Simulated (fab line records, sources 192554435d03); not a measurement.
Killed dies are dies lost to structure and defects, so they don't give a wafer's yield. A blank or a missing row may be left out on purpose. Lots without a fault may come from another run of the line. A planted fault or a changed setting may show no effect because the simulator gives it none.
A struck lot beside a sound one | flow n5_finfet | 39 steps out of a route of 1938
Sound: wafers L633.1, L633.4, L633.6. Struck: wafers L635.1, L635.3. (L635.6 of the same lot was not struck and is left out.) The cause comes at the end.
At each step with rows: each side's tool, then ch and its chambers, then its first start. Under that, the readings that differ: sound wafers | struck wafers | difference of the means | sigmas: that difference in standard deviations of wafers without a fault.
alike: readings whose means differ by less than 2 such deviations, and words and numbers that are the same on both sides. not compared: withheld readings, readings that some wafer has no value for, bounds like >300 that may hide the same value, and numbers for which the record gives no deviation and whose values overlap.
The two part at a step that has a row with sigmas, a row that says differs or no value, or rows on one side only. Numbers that don't overlap but have no deviation are shown without sigmas and don't part them. A reading that every wafer of one side lacks parts them only if that side has two wafers or more.

first, 12 steps without rows for these wafers: N5_SDB_ETCH_18 (etches SOC in N2/H2, target depth 100 nm, overetch 20 nm, time 150 s); N5_SDB_STRIP_19 (strips in N2/H2); N5_SDB_STRIP_21 (strips in CF4); N5_SDB_HM_OPEN_20 (chemistry CH3F/O2, target SiNx, stops on poly-Si, target depth 24 nm); N5_SDB_STRIP_22 (strips in N2/H2); N5_SDB_PRECLEAN_23 (cleans in dHF, time 30 s); N5_SDB_DUMMY_REMOVE_24 (chemistry TMAH, target poly-Si, stops on SiO2, target depth 142 nm, time 57 s, rinse time 30 s); N5_SDB_ETCH_25 (etches SiO2 in C4F6/O2, target depth 10 nm, time 3.3 s); N5_SDB_CUT_ETCH_26 (etches Si in HBr/Cl2/O2, target depth 129.6 nm, bt time 20 s, time 51.8 s); N5_SDB_PRECLEAN_38 (cleans in dHF, time 10 s); N5_SDB_PRECLEAN_39 (cleans in O3/DIW, time 45 s); N5_SDB_SRD_28 (time 30 s).
N5_SDB_ALD_29: deposits SiNx, target thk 30 nm, pulse time 1 s, ald cycles 600.
  sound on ald_sin-04 ch 0,3, day 6 19:17; struck on ald_sin-04 ch 0,2, day 7 09:08
  reading                              | sound        | struck    | difference | sigmas
  ald_cycles                           | 600 600 600  | 322 322   | -278       |
  model.SiNx_of_SDB_ALD_29.thk_nm (nm) | 29.6 30.2 30 | 16.4 15.8 | -13.8      |
  alike: heater_power_w, precursor_pulse_height_rel, susceptor_temp_C
then, 23 steps without rows for these wafers: N5_SDB_CMP_30 (polishes, stops on poly-Si, t overpolish 1.54 s, target thk 30 nm); N5_DUMMY_REMOVAL_HM_STRIP_01 (strips SiNx in CH3F/O2, stops on poly-Si, target depth 4 nm, time 6.8 s); N5_DUMMY_REMOVAL_STRIP_10 (strips in N2/H2, time 40 s); N5_DUMMY_REMOVAL_PRECLEAN_07 (cleans in dHF, time 30 s); N5_DUMMY_REMOVAL_DUMMY_REMOVE_02 (chemistry TMAH, target poly-Si, stops on SiO2, target depth 142 nm, time 57 s, rinse time 30 s); N5_DUMMY_REMOVAL_PRECLEAN_08 (cleans in NF3:NH3, afs cycles 2, time 20 s, sublimation time 60 s); N5_DUMMY_REMOVAL_PRECLEAN_04 (cleans in DHF, time 37 s); N5_DUMMY_REMOVAL_SRD_05 (time 30 s); N5_HKMG_FIN_IL_REGROW_00 (material SiO2, chemistry O3, target thk 0.75 nm, time 30 s); N5_HKMG_FIN_HK_ALD_01 (deposits HfO2, target thk 1.6 nm, pulse time 3 s, purge time 3 s); N5_HKMG_FIN_HK_ANNEAL_02 (time 30 s); N5_HKMG_FIN_ALD_74 (deposits La2O3, target thk 0.5 nm, pulse time 6 s, co reactant pulse time 1 s); N5_HKMG_FIN_ALD_75 (deposits Al2O3, target thk 1 nm, co reactant pulse time 1 s); N5_HKMG_FIN_COAT_41 (time 60 s, resist thk 300 nm); N5_HKMG_FIN_COAT_42 (time 60 s, resist thk 35 nm); N5_HKMG_FIN_COAT_43 (resist thk 90 nm); N5_HKMG_FIN_EBR_45; N5_HKMG_FIN_SOFTBAKE_44 (time 60 s); N5_HKMG_FIN_EXPOSE_46 (exposes mask NDIPOLE); N5_HKMG_FIN_PEB_47 (peb time 60 s); N5_HKMG_FIN_DEVELOP_48 (develop time 30 s); N5_HKMG_FIN_DESCUM_53 (chemistry O2, time 7.9 s); N5_HKMG_FIN_ETCH_54 (etches SiARC in CF4, target depth 45.5 nm, time 75.8 s).
N5_GATE_CUT_ETCH_58: etches SiNx in CH3F/O2, target depth 17 nm, time 128.6 s.
  sound on rie_diel-02 ch 0,2, day 7 10:51; struck on rie_diel-02 ch 2,3, day 7 22:35
  reading                              | sound          | struck  | difference | sigmas
  model.SiNx_of_SDB_ALD_29.thk_nm (nm) | 24.2 24.6 24.6 | 13.4 13 | -11.3      |
  alike: drypump_motor_current_A, oes_product_au, rf_vpp_V, showerhead_plenum_p_Torr, throttle_valve_pct
  not compared: rf_hours_counter_h
-- the record jumps here: 3 days lie between the struck wafers' starts before and after (it left off in module GATE_CUT and takes up again in module BEOL_M4, whose first step shown is number 1111 of the route) --
N5_BEOL_M4_RC_MEAS_101:
  sound on prober-02 ch 0, day 10 21:06; struck on prober-01 ch 0, day 11 03:21
  alike: DIBL_N, DIBL_P, IOFF_N, IOFF_P, ION_N, ION_P, SS_N, SS_P, VT_N, VT_P
-- the record jumps here: 6 days lie between the struck wafers' starts before and after (it left off in module BEOL_M4 and takes up again in module PASSIVATION, whose first step shown is number 1936 of the route) --
N5_PASSIVATION_PROBE_49:
  sound on prober-01, day 15 08:11; struck on prober-01, day 16 21:13
  alike: defect_limited_yield, killed_at_M0_to_M3, killed_at_M4_up, killed_at_contacts, killed_at_front_end, killed_at_other, killed_dies, killed_open, killed_short, sort_bin_5_function, sort_bin_6_memory, sort_n_pass, sort_yield_pct

WHERE THEY PART
Nowhere in this record.

WHY: what the simulator had put in
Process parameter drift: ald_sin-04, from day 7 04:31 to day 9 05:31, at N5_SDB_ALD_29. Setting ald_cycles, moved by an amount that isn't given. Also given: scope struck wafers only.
